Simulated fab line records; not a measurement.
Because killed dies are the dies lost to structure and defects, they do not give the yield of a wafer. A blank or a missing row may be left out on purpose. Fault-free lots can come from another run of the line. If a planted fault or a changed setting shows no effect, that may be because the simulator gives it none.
Matching of chambers / flow nand_harc / rie_diel-11 running NHARC_A_BONDPAD_DESCUM_11: 4 sister chambers
The step chemistry O2, time 3 s. 4 wafers are shown with their chamber, then 8 later ones without.

== WAFERS, EACH WITH ITS CHAMBER ==
wafer=L811.2; chamber=1; drypump_motor_current_A (A)=5.1
wafer=L811.3; chamber=0; drypump_motor_current_A (A)=5.4
wafer=L811.4; chamber=2; drypump_motor_current_A (A)=6.5
wafer=L812.1; chamber=3; drypump_motor_current_A (A)=5.9

== WAFERS MISSING THEIR CHAMBER ==
wafer=L812.2; drypump_motor_current_A (A)=5.4
wafer=L812.6; drypump_motor_current_A (A)=5.9
wafer=L818.1; drypump_motor_current_A (A)=6.6
wafer=L818.2; drypump_motor_current_A (A)=5.4
wafer=L818.5; drypump_motor_current_A (A)=5.2
wafer=L819.2; drypump_motor_current_A (A)=5.1
wafer=L819.4; drypump_motor_current_A (A)=6.5
wafer=L819.6; drypump_motor_current_A (A)=6.5

== THE CHAMBER EACH PASSED THROUGH ==
wafer=L812.2; from the rows above=0; in truth=0
wafer=L812.6; from the rows above=3; in truth=3
wafer=L818.1; from the rows above=2; in truth=2
wafer=L818.2; from the rows above=0; in truth=0
wafer=L818.5; from the rows above=can't be placed: 1 or 0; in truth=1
wafer=L819.2; from the rows above=1; in truth=1
wafer=L819.4; from the rows above=2; in truth=2
wafer=L819.6; from the rows above=2; in truth=2
Correct placement for 7 of the 8. Unplaceable from these rows: 1, with the true chamber sitting among the candidates in 1. Placed wrongly: 0.
How it was worked out, from the rows above alone: a wafer's distance from a chamber is the root of the sum, over the readings, of the square of ((its reading less the chamber's mean) divided by the reading's scatter). If the next closest chamber is less than 2 further off than the closest, the wafer can't be placed; otherwise it belongs to the closest. For every chamber, the mean is computed from those of its wafers that are shown. The scatter: with one shown wafer a chamber, the root of the mean of the squares of how far each hidden wafer lies from its nearest shown one.
